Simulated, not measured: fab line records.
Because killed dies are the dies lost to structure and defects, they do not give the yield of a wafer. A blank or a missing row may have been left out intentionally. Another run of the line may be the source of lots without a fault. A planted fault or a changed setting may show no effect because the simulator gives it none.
Chamber matching / flow n5-finfet / rie-diel-06 running N5_BEOL_M6_STRIP_67: 4 sister chambers
The step strips in CF4. 4 wafers are shown with their chamber, then 10 later ones without.

== WAFERS, EACH WITH ITS CHAMBER ==
wafer=L089.3; chamber=0; drypump-motor-current-A (A)=5.2
wafer=L092.5; chamber=2; drypump-motor-current-A (A)=5.6
wafer=L091.2; chamber=1; drypump-motor-current-A (A)=5.6
wafer=L091.4; chamber=3; drypump-motor-current-A (A)=4.9

== WAFERS WITHOUT THEIR CHAMBER ==
wafer=L091.6; drypump-motor-current-A (A)=5.6
wafer=L095.2; drypump-motor-current-A (A)=5.2
wafer=L095.3; drypump-motor-current-A (A)=4.9
wafer=L095.6; drypump-motor-current-A (A)=4.9
wafer=L093.1; drypump-motor-current-A (A)=5.5
wafer=L093.2; drypump-motor-current-A (A)=5.6
wafer=L093.6; drypump-motor-current-A (A)=5.2
wafer=L096.1; drypump-motor-current-A (A)=5.5
wafer=L096.2; drypump-motor-current-A (A)=5.2
wafer=L096.4; drypump-motor-current-A (A)=4.9

== WHICH CHAMBER EACH WENT THROUGH ==
wafer=L091.6; from the rows above=can't be placed: 1 or 2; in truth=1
wafer=L095.2; from the rows above=0; in truth=0
wafer=L095.3; from the rows above=3; in truth=3
wafer=L095.6; from the rows above=3; in truth=3
wafer=L093.1; from the rows above=can't be placed: 1 or 2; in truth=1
wafer=L093.2; from the rows above=can't be placed: 1 or 2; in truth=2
wafer=L093.6; from the rows above=0; in truth=0
wafer=L096.1; from the rows above=can't be placed: 1 or 2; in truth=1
wafer=L096.2; from the rows above=0; in truth=0
wafer=L096.4; from the rows above=3; in truth=3
Correct placement for 6 of the 10. From these rows, 4 cannot be placed; in 4 the true chamber is one of the candidates. Placed wrongly: 0.
How it was worked out, from the rows above alone: a wafer's distance from a chamber is the root of the sum, over the readings, of the square of ((its reading less the chamber's mean) divided by the reading's scatter). If the next closest chamber is less than 2 further off than the closest, the wafer can't be placed; otherwise it belongs to the closest. Each chamber's mean is taken over the wafers shown for it. The scatter: root of mean squared gap, hidden wafer to nearest shown wafer, with one shown wafer a chamber.
